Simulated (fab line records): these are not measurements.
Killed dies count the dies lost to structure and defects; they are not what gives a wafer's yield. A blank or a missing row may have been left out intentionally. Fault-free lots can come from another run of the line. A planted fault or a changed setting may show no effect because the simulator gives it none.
The tool behind it: which one?	flow nand-harc	Sampling: 13 lots, 39 wafers, 5 of 1159 route steps

## WHAT THE GAUGES SHOWED, per wafer
NHARC_A_CHANNEL_HOLE_D1_OVL_MEAS_11.
lot	measured	on	overlay-x-nm (nm)	overlay-y-nm (nm)
L975	day 8 14:34	overlay-02	0.5 0.7 0.2	0.1 0.6 0.3
L977	day 8 21:26	overlay-02	-0.2 -0.2 -0.1	0.4 -0.1 -0.2
L982	day 10 02:08	overlay-01	0.7 0.4 0.2	-0.9 -1.3 -1.4
L983	day 10 03:45	overlay-01	-0.4 0.0 -0.1	-0.5 0.1 0.2
L984	day 10 20:57	overlay-01	0.5 -0.5 0.2	1.2 1.5 1.3
L987	day 11 10:39	overlay-02	-0.4 -0.8 -1.0	-1.5 -0.9 -1.5
L988	day 12 02:13	overlay-01	-0.7 -0.4 -0.4	0.3 0.2 1.5
L989	day 12 02:32	overlay-01	-0.2 -0.2 0.1	1.2 0.6 1.3
L990	day 12 05:39	overlay-02	1.2 0.4 0.4	0.2 0.3 0.3
L992	day 12 06:01	overlay-02	1.2 1.2 0.7	-1.9 -1.1 -1.0
L993	day 12 17:23	overlay-02	1.1 1.3 1.4	-0.2 -1.7 -1.3
L994	day 13 03:19	overlay-01	1.6 1.0 1.3	0.1 0.6 0.7
L996	day 13 19:43	overlay-02	-0.2 -0.5 -0.5	0.6 1.1 1.2

NHARC_A_CHANNEL_HOLE_D1_INSPECT_12.
lot	measured	on	raw-defect-count
L975	day 8 14:36	defect-inspect-01	2 8 6
L977	day 8 21:28	defect-inspect-01	5 9 10
L982	day 10 02:10	defect-inspect-01	8 14 7
L983	day 10 03:47	defect-inspect-01	4 4 3
L984	day 10 20:59	defect-inspect-02	5 1 10
L987	day 11 10:41	defect-inspect-02	4 8 7
L988	day 12 02:15	defect-inspect-02	6 4 3
L989	day 12 02:34	defect-inspect-02	7 7 3
L990	day 12 05:41	defect-inspect-02	13 7 3
L992	day 12 06:03	defect-inspect-02	5 3 7
L993	day 12 17:25	defect-inspect-02	8 7 2
L994	day 13 03:20	defect-inspect-02	7 2 5
L996	day 13 19:45	defect-inspect-01	11 9 7

NHARC_END_SORT_01.
lot	measured	on	killed-at-array	killed-at-other	killed-at-periphery	killed-dies	killed-open	killed-short
L975	day 20 06:28	prober-02	26 26 24	0 0 0	1 4 1	27 30 25	1 1 1	1 3 1
L977	day 21 06:43	prober-02	15 15 11	0 0 0	4 5 4	19 20 15	2 4 2	2 1 1
L982	day 21 22:28	prober-01	22 18 26	1 0 0	3 6 5	26 24 31	1 2 3	0 3 2
L983	day 21 22:17	prober-02	35 36 37	5 0 0	9 6 9	49 42 46	8 5 4	0 1 2
L984	day 22 05:19	prober-02	33 24 27	0 0 0	1 3 4	34 27 31	3 3 2	2 2 2
L987	day 22 12:20	prober-02	37 33 26	0 0 0	1 0 1	38 33 27	2 0 2	3 2 0
L988	day 22 21:02	prober-02	673 674 674	0 0 1	4 3 2	677 677 677	2 5 3	1 5 1
L989	day 23 12:03	prober-01	673	0	4	677	4	7
L990	day 23 03:59	prober-01	672	0	5	677	6	0
L992	day 23 12:02	prober-02	25 20 7	4 1 4	8 11 8	37 32 19	9 2 2	1 0 2
L993	day 23 19:44	prober-02	46 38 44	2 4 4	6 7 6	54 49 54	4 2 5	5 4 1
L994	day 23 19:52	prober-01	41 33 36	2 1 2	3 1 1	46 35 39	2 1 0	2 2 2
L996	day 24 18:07	prober-01	31 17 26	0 0 0	2 4 3	33 21 29	4 4 8	3 2 0

## WHAT TOOL EACH LOT RAN ON (gives the tool, then ch and the chambers of the sampled wafers, and finally the start)
lot	NHARC_A_CHANNEL_HOLE_D1_ETCH_21	NHARC_A_CHANNEL_HOLE_D1_ETCH_33
L975	har-etch-02 ch 0,1, day 8 16:21	har-etch-02 ch 0,1, day 8 19:51
L977	har-etch-02 ch 0,1, day 8 23:17	har-etch-02 ch 0,1, day 9 02:46
L982	har-etch-02 ch 0,1, day 10 04:00	har-etch-02 ch 0,1, day 10 07:27
L983	har-etch-01 ch 0,1, day 10 05:36	har-etch-01 ch 0,1, day 10 09:05
L984	har-etch-02 ch 0,1, day 10 22:53	har-etch-02 ch 0,1, day 11 02:28
L987	har-etch-02 ch 0,1, day 11 12:34	har-etch-02 ch 0,1, day 11 16:06
L988	har-etch-01 ch 0,1, day 12 04:00	har-etch-01 ch 0,1, day 12 07:29
L989	har-etch-02 ch 0,1, day 12 04:16	har-etch-02 ch 0,1, day 12 07:50
L990	har-etch-01 ch 0,1, day 12 08:05	har-etch-01 ch 0,1, day 12 11:37
L992	har-etch-02 ch 0,1, day 12 08:26	har-etch-02 ch 0,1, day 12 11:59
L993	har-etch-01 ch 0,1, day 12 19:29	har-etch-01 ch 0,1, day 12 23:02
L994	har-etch-02 ch 0,1, day 13 05:05	har-etch-02 ch 0,1, day 13 08:33
L996	har-etch-02 ch 0,1, day 13 21:29	har-etch-02 ch 0,1, day 14 00:59
- NHARC_A_CHANNEL_HOLE_D1_ETCH_21: etches the open film in C4F8/O2/Ar, time 514.3 s, target depth 1600 nm.
- NHARC_A_CHANNEL_HOLE_D1_ETCH_33: etches the open film in C4F8/O2/Ar, time 90 s, target depth 400 nm.

## WHAT THE TOOLS THEMSELVES READ (means of the sampled wafers that have a number; where no wafer has one, the mark that the record gives instead)
NHARC_A_CHANNEL_HOLE_D1_ETCH_21.
lot	tool	c4f8-flow-sccm (sccm)	chamber-pressure-mTorr (mTorr)	drypump-motor-current-A (A)	mfc-ar-sccm (sccm)	showerhead-plenum-p-Torr (Torr)	throttle-valve-pct (%)
L975	har-etch-02	89.10	19.997	5.77	375.7	3.79	32.156
L977	har-etch-02	89.10	19.984	5.76	374.7	3.71	32.151
L982	har-etch-02	89.42	20.009	5.74	375.6	3.70	32.161
L983	har-etch-01	89.27	20.013	5.57	375.8	3.75	32.156
L984	har-etch-02	88.87	20.016	5.78	374.8	3.77	32.156
L987	har-etch-02	89.44	19.985	5.80	376.1	3.77	32.155
L988	har-etch-01	89.29	20.003	5.54	373.6	3.71	32.158
L989	har-etch-02	89.00	20.005	5.79	373.9	3.77	32.155
L990	har-etch-01	89.22	19.994	5.49	375.2	3.70	32.162
L992	har-etch-02	89.21	20.004	5.74	375.4	3.69	32.146
L993	har-etch-01	89.10	20.021	5.51	375.7	3.70	32.167
L994	har-etch-02	89.32	19.998	5.76	374.6	3.68	32.150
L996	har-etch-02	89.27	20.014	5.76	375.7	3.68	32.154

NHARC_A_CHANNEL_HOLE_D1_ETCH_33.
lot	tool	bias-v (V)	c4f8-flow-sccm (sccm)	drypump-motor-current-A (A)	mfc-ar-sccm (sccm)	showerhead-plenum-p-Torr (Torr)	throttle-valve-pct (%)
L975	har-etch-02	399	41.80	5.79	375.6	3.83	27.612
L977	har-etch-02	399	41.57	5.75	376.4	3.74	27.617
L982	har-etch-02	403	41.73	5.76	374.8	3.74	27.610
L983	har-etch-01	399	41.62	5.57	375.3	3.79	27.620
L984	har-etch-02	398	41.83	5.79	375.9	3.82	27.615
L987	har-etch-02	399	41.61	5.81	374.2	3.81	27.621
L988	har-etch-01	-	-	-	-	-	-
L989	har-etch-02	-	-	-	-	-	-
L990	har-etch-01	-	-	-	-	-	-
L992	har-etch-02	399	41.77	5.75	375.3	3.72	27.622
L993	har-etch-01	400	41.67	5.51	375.4	3.74	27.616
L994	har-etch-02	398	41.64	5.75	374.8	3.72	27.614
L996	har-etch-02	399	41.72	5.76	375.2	3.71	27.616

## THE ANSWER, worked out from the rows above alone
Rule: usual is defined by the lots themselves. Put in order of their means at a reading, lots are off if they are a third of the lots or fewer, leave a main group of 4 or more, and stand apart from it by a gap of 3 or more times the standard deviation of the main group's means; of several such gaps the widest counts. The tables above print the reading to a certain number of digits; a main group whose means all agree to those digits is not used. A lot without any number at a reading at which 4 lots or more have one is off too. All remaining lots with rows at the step are treated as sound. First the gauges in route order, then the tools' own readings, where a lot's mean is used as printed above. At the first step where some lot is off, the reading lying furthest off is the one used; lots without a number count as furthest.
Off: L988, L989, L990, at NHARC_END_SORT_01 (killed-at-array). Main group: mean 28, sd 8.6.
If a tool, at a process step before that reading, ran all the lots that are off and no sound lot after the first of them, it fits. The gauges at NHARC_END_SORT_01 aren't tried: what is off there is off at NHARC_A_CHANNEL_HOLE_D1_ETCH_33 too, on other tools, and a gauge's error can't cause that. Not one of the candidates tried fits.

## WHAT HAD BEEN PUT IN BY THE SIMULATOR
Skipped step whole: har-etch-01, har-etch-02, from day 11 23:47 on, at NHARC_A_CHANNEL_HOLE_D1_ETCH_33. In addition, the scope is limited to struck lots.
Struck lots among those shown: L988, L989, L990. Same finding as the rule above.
